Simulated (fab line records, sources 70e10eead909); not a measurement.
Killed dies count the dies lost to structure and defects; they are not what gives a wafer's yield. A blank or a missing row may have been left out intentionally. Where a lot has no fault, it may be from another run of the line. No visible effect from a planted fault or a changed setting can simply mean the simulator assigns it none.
What tool caused it?	flow nandHarc	33 wafers from 11 lots sampled at 4 of the route's 1302 steps

== WHAT THE GAUGES READ, wafer by wafer ==
NHARC_P_GATE_CD_MEAS_59: target cd 720 nm.
lot	measured	on	cdNm (nm)
L281	day 6 01:47	cdSem-01	723.1 722.1 721.3
L282	day 6 15:48	cdSem-01	719.7 719.9 720.4
L285	day 7 18:59	cdSem-01	714.4 714.9 716.2
L286	day 7 19:40	cdSem-03	719.4 721.0 719.1
L289	day 9 05:41	cdSem-01	720.4 720.1 721.9
L291	day 10 08:29	cdSem-03	711.3 711.6 712.8
L292	day 10 17:49	cdSem-01	718.8 717.9 718.6
L294	day 11 22:40	cdSem-02	711.7 711.6 712.3
L300	day 14 02:39	cdSem-02	721.6 723.2 724.5
L302	day 14 14:17	cdSem-02	722.1 720.8 719.8
L303	day 15 02:08	cdSem-02	720.4 720.7 720.7

== WHAT TOOL EACH LOT RAN ON (gives the tool, then ch and the chambers of the sampled wafers, and finally the start) ==
lot	NHARC_P_GATE_STRIP_108	NHARC_P_GATE_STRIP_75	NHARC_P_GATE_PEB_57
L281	rieDiel-06 ch 1,2,3, day 5 12:52	plasmaAsher-01 ch 0,1, day 6 00:50	lithoTrack-07 ch 0, day 6 01:42
L282	rieDiel-03 ch 1,2,3, day 6 02:51	plasmaAsher-02 ch 0,1, day 6 14:52	lithoTrack-02 ch 0, day 6 15:43
L285	rieDiel-06 ch 0,1,2, day 7 06:04	plasmaAsher-01 ch 1, day 7 18:04	lithoTrack-05 ch 0, day 7 18:54
L286	rieDiel-03 ch 1,3, day 7 06:49	plasmaAsher-02 ch 0,1, day 7 18:45	lithoTrack-02 ch 0, day 7 19:34
L289	rieDiel-10 ch 1,2, day 8 16:47	plasmaAsher-02 ch 0,1, day 9 04:47	lithoTrack-07 ch 0, day 9 05:36
L291	rieDiel-03 ch 0,2, day 9 19:47	plasmaAsher-02 ch 1, day 10 07:40	lithoTrack-02 ch 0, day 10 08:23
L292	rieDiel-10 ch 0,3, day 10 05:05	plasmaAsher-02 ch 0,1, day 10 16:53	lithoTrack-05 ch 0, day 10 17:44
L294	rieDiel-03 ch 0,2,3, day 11 09:18	plasmaAsher-01 ch 0,1, day 11 21:53	lithoTrack-02 ch 0, day 11 22:35
L300	rieDiel-10 ch 0,2,3, day 13 13:56	plasmaAsher-01 ch 0,1, day 14 01:50	lithoTrack-07 ch 0, day 14 02:33
L302	rieDiel-03 ch 1,2,3, day 14 01:36	plasmaAsher-01 ch 0,1, day 14 13:23	lithoTrack-02 ch 0, day 14 14:12
L303	rieDiel-10 ch 1,2,3, day 14 13:23	plasmaAsher-02 ch 0,1, day 15 01:20	lithoTrack-02 ch 0, day 15 02:02
- NHARC_P_GATE_STRIP_108: strips in O2.
- NHARC_P_GATE_STRIP_75: strips in O2.
- NHARC_P_GATE_PEB_57: peb time 85 s.

== THE ANSWER, worked out from the rows above alone ==
Rule: usual is defined by the lots themselves. Put in order of their means at a reading, lots are off if they are a third of the lots or fewer, leave a main group of 4 or more, and stand apart from it by a gap of 3 or more times the standard deviation of the main group's means; of several such gaps the widest counts. A main group is skipped when, at the precision printed for the reading in the tables above, its means are all equal. Also off: a lot with no number at a reading for which 4 or more lots have one. Any other lot the step has rows for is counted as sound.
No lot is off on any of the readings shown, so nothing can be concluded from this.

== WHAT THE SIMULATOR HAD INSERTED ==
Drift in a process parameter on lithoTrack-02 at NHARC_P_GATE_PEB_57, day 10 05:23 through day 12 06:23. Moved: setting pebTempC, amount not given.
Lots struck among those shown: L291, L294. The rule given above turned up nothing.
